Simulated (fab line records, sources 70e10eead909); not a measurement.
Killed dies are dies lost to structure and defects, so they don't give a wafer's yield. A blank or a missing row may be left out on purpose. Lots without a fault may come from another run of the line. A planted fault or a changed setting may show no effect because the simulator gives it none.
Which tool did it? | flow nand_harc | 12 lots, 36 wafers sampled, at 5 steps of a route of 1302

WHAT THE GAUGES READ, wafer by wafer
NHARC_END_SORT_01.
lot  | measured     | on        | killed_at_array | killed_at_other | killed_at_periphery | killed_dies | killed_open | killed_short
L513 | day 30 20:09 | prober-01 | 85 82 78        | 0 0 0           | 592 3 599           | 677 85 677  | 4 1 2       | 2 7 2
L512 | day 30 13:58 | prober-01 | 44 49 42        | 1 0 0           | 9 628 7             | 54 677 49   | 3 1 4       | 2 3 3

WHICH TOOL RAN EACH LOT (tool, then ch and the chambers of the sampled wafers, then the start)
lot  | NHARC_P_GATE_ETCH_32             | NHARC_P_GATE_STRIP_108             | NHARC_P_GATE_ETCHBACK_37           | NHARC_P_GATE_STRIP_76
L499 | rie_si-02 ch 2,3, day 5 14:55    | rie_diel-13 ch 1,2,3, day 5 15:06  | rie_diel-05 ch 1,2,3, day 6 01:12  | plasma_asher-02 ch 1, day 6 04:39
L498 | rie_si-04 ch 0,1,2, day 5 15:12  | rie_diel-05 ch 0,2,3, day 5 15:22  | rie_diel-02 ch 0,1, day 6 01:29    | plasma_asher-01 ch 0,1, day 6 05:08
L502 | rie_si-04 ch 1,2, day 6 19:05    | rie_diel-13 ch 0,2,3, day 6 19:17  | rie_diel-13 ch 0,2,3, day 7 05:26  | plasma_asher-01 ch 0,1, day 7 08:55
L504 | rie_si-04 ch 0,2,3, day 7 14:45  | rie_diel-05 ch 0,1,2, day 7 14:55  | rie_diel-02 ch 1,2,3, day 8 01:02  | plasma_asher-02 ch 0,1, day 8 04:22
L513 | rie_si-04 ch 0,1, day 11 01:14   | rie_diel-05 ch 1,2,3, day 11 01:25 | rie_diel-02 ch 0,3, day 11 11:32   | plasma_asher-01 ch 0,1, day 11 15:36
L512 | rie_si-02 ch 1,3, day 11 01:44   | rie_diel-05 ch 0,1, day 11 01:53   | rie_diel-02 ch 0,1,2, day 11 14:39 | plasma_asher-02 ch 0,1, day 11 18:56
L515 | rie_si-02 ch 0,2,3, day 12 01:56 | rie_diel-05 ch 0,2,3, day 12 02:04 | rie_diel-13 ch 1,2, day 12 12:10   | plasma_asher-02 ch 0,1, day 12 15:46
L517 | rie_si-04 ch 0,2,3, day 12 21:14 | rie_diel-05 ch 0,1, day 12 21:22   | rie_diel-13 ch 1,2,3, day 13 07:40 | plasma_asher-01 ch 0,1, day 13 11:12
L518 | rie_si-02 ch 0,2,3, day 13 14:18 | rie_diel-05 ch 0,1, day 13 14:26   | rie_diel-02 ch 1,2,3, day 14 02:43 | plasma_asher-02 ch 0,1, day 14 06:09
L519 | rie_si-02 ch 0,2,3, day 13 20:51 | rie_diel-02 ch 0,1,2, day 13 21:01 | rie_diel-02 ch 0,1,3, day 14 07:10 | plasma_asher-02 ch 0,1, day 14 10:45
L520 | rie_si-03 ch 0,2,3, day 14 02:13 | rie_diel-05 ch 0,1,3, day 14 02:22 | rie_diel-02 ch 0,1,3, day 14 12:35 | plasma_asher-01 ch 0,1, day 14 16:02
L521 | rie_si-03 ch 1,2,3, day 14 16:06 | rie_diel-05 ch 1,3, day 14 16:14   | rie_diel-02 ch 1,3, day 15 02:21   | plasma_asher-02 ch 0,1, day 15 05:58
- NHARC_P_GATE_ETCH_32: etches the open film in HBr/Cl2, target depth 150 nm, time 100.1 s.
- NHARC_P_GATE_STRIP_108: strips in O2.
- NHARC_P_GATE_ETCHBACK_37: etches the open film in CHF3/O2, target depth 34.5 nm, time 17.2 s.
- NHARC_P_GATE_STRIP_76: strips in O2.

WHAT THE TOOLS THEMSELVES READ (means of the sampled wafers that have a number; where no wafer has one, the mark that the record gives instead)
NHARC_P_GATE_ETCH_32.
lot  | tool      | drypump_motor_current_A (A) | oes_product_au (a.u.) | throttle_valve_pct (%)
L499 | rie_si-02 | 5.8                         | 1.011                 | 26.402
L498 | rie_si-04 | 6.0                         | 0.998                 | 26.402
L502 | rie_si-04 | 5.9                         | 0.993                 | 26.409
L504 | rie_si-04 | 5.9                         | 0.999                 | 26.417
L513 | rie_si-04 | 6.3                         | 1.005                 | 26.409
L512 | rie_si-02 | 5.3                         | 0.989                 | 26.411
L515 | rie_si-02 | 5.7                         | 1.013                 | 26.407
L517 | rie_si-04 | 5.9                         | 1.002                 | 26.406
L518 | rie_si-02 | 5.7                         | 1.009                 | 26.402
L519 | rie_si-02 | 5.7                         | 1.024                 | 26.405
L520 | rie_si-03 | 5.5                         | 1.007                 | 26.405
L521 | rie_si-03 | 5.7                         | 1.018                 | 26.401

NHARC_P_GATE_STRIP_108.
lot  | tool        | drypump_motor_current_A (A) | oes_product_au (a.u.) | rf_vpp_V (V) | showerhead_plenum_p_Torr (Torr) | throttle_valve_pct (%)
L499 | rie_diel-13 | 6.1                         | 0.997                 | 58.3         | 3.53                            | 17.041
L498 | rie_diel-05 | 6.0                         | 1.004                 | 58.2         | 3.70                            | 17.040
L502 | rie_diel-13 | 6.1                         | 0.997                 | 57.2         | 3.61                            | 17.029
L504 | rie_diel-05 | 5.7                         | 0.994                 | 58.8         | 3.72                            | 17.042
L513 | rie_diel-05 | 6.2                         | 1.007                 | 57.7         | 3.70                            | 17.036
L512 | rie_diel-05 | 5.5                         | 1.001                 | 57.9         | 3.68                            | 17.031
L515 | rie_diel-05 | 6.0                         | 1.003                 | 57.6         | 3.70                            | 17.033
L517 | rie_diel-05 | 5.6                         | 1.001                 | 57.9         | 3.68                            | 17.032
L518 | rie_diel-05 | 5.6                         | 1.005                 | 57.7         | 3.68                            | 17.036
L519 | rie_diel-02 | 5.8                         | 0.995                 | 57.5         | 3.51                            | 17.040
L520 | rie_diel-05 | 5.9                         | 1.018                 | 57.8         | 3.66                            | 17.039
L521 | rie_diel-05 | 6.0                         | 1.012                 | 57.3         | 3.66                            | 17.040

NHARC_P_GATE_ETCHBACK_37.
lot  | tool        | drypump_motor_current_A (A) | oes_product_au (a.u.) | rf_vpp_V (V) | run_length_s (s) | showerhead_plenum_p_Torr (Torr) | throttle_valve_pct (%)
L499 | rie_diel-05 | 6.2                         | 0.991                 | 373.5        | 38.3             | 2.52                            | 20.571
L498 | rie_diel-02 | 6.1                         | 0.915                 | 368.8        | 38.5             | 2.31                            | 20.580
L502 | rie_diel-13 | 6.1                         | 0.931                 | 372.2        | 38.2             | 2.46                            | 20.576
L504 | rie_diel-02 | 5.4                         | 0.939                 | 370.3        | 38.9             | 2.39                            | 20.573
L513 | rie_diel-02 | 6.3                         | 0.909                 | 369.1        | 48.1             | 2.33                            | 20.574
L512 | rie_diel-02 | 5.8                         | 0.917                 | 370.0        | 43.4             | 2.39                            | 20.571
L515 | rie_diel-13 | 6.0                         | 0.930                 | 371.1        | 39.0             | 2.43                            | 20.571
L517 | rie_diel-13 | 6.1                         | 0.927                 | 372.2        | 38.6             | 2.40                            | 20.572
L518 | rie_diel-02 | 5.5                         | 0.931                 | 370.3        | 38.6             | 2.39                            | 20.575
L519 | rie_diel-02 | 5.7                         | 0.917                 | 369.0        | 38.7             | 2.32                            | 20.577
L520 | rie_diel-02 | 5.7                         | 0.912                 | 369.2        | 38.7             | 2.32                            | 20.569
L521 | rie_diel-02 | 5.1                         | 0.990                 | 368.2        | 38.5             | 2.31                            | 20.574

NHARC_P_GATE_STRIP_76.
lot  | tool            | drypump_motor_current_A (A) | heater_power_w (W)
L499 | plasma_asher-02 | 4.7                         | 380
L498 | plasma_asher-01 | 5.6                         | 349
L502 | plasma_asher-01 | 5.6                         | 352
L504 | plasma_asher-02 | 4.9                         | 362
L513 | plasma_asher-01 | 5.6                         | 358
L512 | plasma_asher-02 | 5.1                         | 340
L515 | plasma_asher-02 | 5.1                         | 345
L517 | plasma_asher-01 | 5.6                         | 357
L518 | plasma_asher-02 | 4.9                         | 356
L519 | plasma_asher-02 | 5.2                         | 337
L520 | plasma_asher-01 | 5.6                         | 362
L521 | plasma_asher-02 | 5.1                         | 344

THE ANSWER, worked out from the rows above alone
Rule: what is usual is taken from the lots themselves. Put in order of their means at a reading, lots are off if they are a third of the lots or fewer, leave a main group of 4 or more, and stand apart from it by a gap of 3 or more times the standard deviation of the main group's means; of several such gaps the widest counts. A main group whose means are all the same, to the digits that the tables above print for the reading, isn't used. A lot without any number at a reading at which 4 lots or more have one is off too. The other lots that the step has rows for count as sound. The gauges are gone through in route order, then the tools' own readings, and for those a lot's mean is taken as printed above. The first step at which some lot is off is used, and at that step the reading that is off furthest; a lot without a number counts as furthest.
Off: L513, L512, at NHARC_P_GATE_ETCHBACK_37 (run_length_s). The main group: mean 38.6 s, standard deviation 0.23.
A tool fits if, at that step or a process step before it, it ran every lot that is off, and no sound lot after the first of them. None of those tried fits.

WHAT THE SIMULATOR HAD PUT IN
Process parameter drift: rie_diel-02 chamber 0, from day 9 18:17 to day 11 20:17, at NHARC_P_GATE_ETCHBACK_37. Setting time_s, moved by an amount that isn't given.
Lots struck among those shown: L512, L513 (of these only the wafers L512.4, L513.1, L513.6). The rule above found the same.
